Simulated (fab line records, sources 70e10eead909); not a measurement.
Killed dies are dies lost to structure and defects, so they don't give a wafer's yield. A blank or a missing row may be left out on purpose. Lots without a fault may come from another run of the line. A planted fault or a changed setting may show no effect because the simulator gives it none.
Chamber matching | flow nand_harc | NHARC_A_SLIT_DEP_25 on pecvd-04: 3 sister chambers
The step deposits SiO2, target thk 200 nm. 14 wafers are shown with their chamber, then 7 later ones without.

WAFERS WITH THEIR CHAMBER
wafer  | chamber | throttle_valve_pct (%) | heater_power_w (W) | flow_sccm (sccm)
L076.3 | 2       | 15.2                   | 420                | 2646
L076.4 | 2       | 15.1                   | 442                | 2652
L076.6 | 0       | 15.5                   | 463                | 2654
L083.1 | 2       | 15.6                   | 471                | 2639
L083.5 | 2       | 15.3                   | 462                | 2647
L083.6 | 1       | 16.2                   | 493                | 2655
L088.1 | 0       | 15.6                   | 530                | 2644
L088.2 | 2       | 15.4                   | 469                | 2646
L088.5 | 0       | 15.8                   | 549                | 2655
L089.4 | 0       | 15.7                   | 507                | 2657
L089.5 | 2       | 15.4                   | 457                | 2662
L089.6 | 1       | 16.2                   | 503                | 2655
L093.2 | 2       | 15.6                   | 411                | 2641
L093.3 | 0       | 16.0                   | 534                | 2658

SIGNATURES (means of the wafers above)
reading            | chamber 0 | chamber 1 | chamber 2 | scatter within a chamber
throttle_valve_pct | 15.720    | 16.200    | 15.371    | 0.181
heater_power_w     | 516.60    | 498.00    | 447.43    | 26.9
flow_sccm          | 2653.60   | 2655.00   | 2647.57   | 6.57
Rule: a wafer's distance from a chamber is the root of the sum, over the readings, of the square of ((its reading less the chamber's mean) divided by the reading's scatter). The wafer belongs to the nearest chamber; if the next one is less than 2 further off, it can't be placed. The scatter: the root of (the sum of the squares of (reading less its chamber's mean) over the shown wafers, divided by (wafers less chambers)).

WAFERS WITHOUT THEIR CHAMBER
wafer  | throttle_valve_pct (%) | heater_power_w (W) | flow_sccm (sccm)
L093.6 | 16.6                   | 581                | 2651
L095.2 | 15.9                   | 454                | 2664
L095.3 | 15.2                   | 455                | 2658
L095.6 | 15.9                   | 595                | 2654
L096.3 | 16.0                   | 575                | 2648
L096.4 | 16.1                   | 587                | 2664
L096.5 | 16.4                   | 423                | 2651

WHICH CHAMBER EACH WENT THROUGH
wafer  | from the rows above          | in truth
L093.6 | can't be placed: 1 or 0      | 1
L095.2 | can't be placed: 1 or 0 or 2 | 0
L095.3 | can't be placed: 2 or 0      | 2
L095.6 | can't be placed: 0 or 1      | 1
L096.3 | can't be placed: 0 or 1      | 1
L096.4 | can't be placed: 1 or 0      | 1
L096.5 | 1                            | 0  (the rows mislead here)
Placed correctly: 0 of 7. Can't be placed from these rows: 6 (the true chamber is among the candidates in 6). Placed wrongly: 1.
